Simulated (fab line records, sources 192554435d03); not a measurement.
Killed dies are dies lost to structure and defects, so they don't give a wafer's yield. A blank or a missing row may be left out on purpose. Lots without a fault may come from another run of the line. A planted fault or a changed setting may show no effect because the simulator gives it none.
Chamber matching | flow n5_finfet | N5_BEOL_M3_ETCH_77 on rie_diel-06: 4 sister chambers
The step etches underlayer in N2/H2, target depth 6.5 nm, time 5.2 s. 4 wafers are shown with their chamber, then 12 later ones without.

WAFERS WITH THEIR CHAMBER
wafer  | chamber | showerhead_plenum_p_Torr (Torr)
L079.3 | 1       | 2.73
L092.2 | 2       | 2.60
L092.5 | 3       | 2.42
L092.6 | 0       | 2.47

WAFERS WITHOUT THEIR CHAMBER
wafer  | showerhead_plenum_p_Torr (Torr)
L093.3 | 2.60
L093.4 | 2.42
L093.5 | 2.47
L094.4 | 2.47
L094.5 | 2.72
L094.6 | 2.47
L097.1 | 2.42
L097.4 | 2.72
L097.5 | 2.60
L096.1 | 2.72
L096.2 | 2.46
L096.3 | 2.42

WHICH CHAMBER EACH WENT THROUGH
wafer  | from the rows above | in truth
L093.3 | 2                   | 2
L093.4 | 3                   | 3
L093.5 | 0                   | 0
L094.4 | 0                   | 0
L094.5 | 1                   | 1
L094.6 | 0                   | 0
L097.1 | 3                   | 3
L097.4 | 1                   | 1
L097.5 | 2                   | 2
L096.1 | 1                   | 1
L096.2 | 0                   | 0
L096.3 | 3                   | 3
Placed correctly: 12 of 12. Can't be placed from these rows: 0. Placed wrongly: 0.
How it was worked out, from the rows above alone: a wafer's distance from a chamber is the root of the sum, over the readings, of the square of ((its reading less the chamber's mean) divided by the reading's scatter). The wafer belongs to the nearest chamber; if the next one is less than 2 further off, it can't be placed. A chamber's mean is the mean of its shown wafers. The scatter: with one shown wafer a chamber, the root of the mean of the squares of how far each hidden wafer lies from its nearest shown one.
